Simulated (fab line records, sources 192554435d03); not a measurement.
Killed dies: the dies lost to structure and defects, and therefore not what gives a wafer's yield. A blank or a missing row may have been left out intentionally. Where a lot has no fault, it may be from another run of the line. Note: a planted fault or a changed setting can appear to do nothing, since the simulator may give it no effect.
Matching of chambers    flow n5_finfet    4 sister chambers for N5_BEOL_M11_STRIP_36 on rie_diel-02
The step strips in N2/H2. 4 wafers are shown with their chamber, then 12 later ones without.

WAFERS WITH THEIR CHAMBER
wafer   chamber  showerhead_plenum_p_Torr (Torr)
L085.4  1        2.57
L087.1  3        2.70
L087.2  2        2.63
L087.5  0        2.56

WAFERS WITHOUT THEIR CHAMBER
wafer   showerhead_plenum_p_Torr (Torr)
L088.1  2.63
L088.4  2.56
L088.5  2.63
L093.2  2.55
L093.4  2.56
L093.6  2.56
L076.2  2.56
L076.3  2.55
L076.5  2.56
L096.1  2.62
L096.3  2.55
L096.4  2.55

THE CHAMBER EACH PASSED THROUGH
wafer   from the rows above      in truth
L088.1  2                        2
L088.4  can't be placed: 0 or 1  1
L088.5  2                        2
L093.2  can't be placed: 0 or 1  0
L093.4  can't be placed: 0 or 1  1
L093.6  can't be placed: 0 or 1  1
L076.2  can't be placed: 0 or 1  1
L076.3  can't be placed: 0 or 1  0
L076.5  can't be placed: 0 or 1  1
L096.1  2                        2
L096.3  can't be placed: 0 or 1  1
L096.4  can't be placed: 0 or 1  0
Placed correctly: 3 of 12. Not placeable from these rows: 9 (in 9, the candidates include the true chamber). Number placed wrongly: 0.
How it was worked out, from the rows above alone: a wafer's distance from a chamber is the root of the sum, over the readings, of the square of ((its reading less the chamber's mean) divided by the reading's scatter). The wafer belongs to the nearest chamber; if the next one is less than 2 further off, it can't be placed. For every chamber, the mean is computed from those of its wafers that are shown. The scatter: root of mean squared gap, hidden wafer to nearest shown wafer, with one shown wafer a chamber.
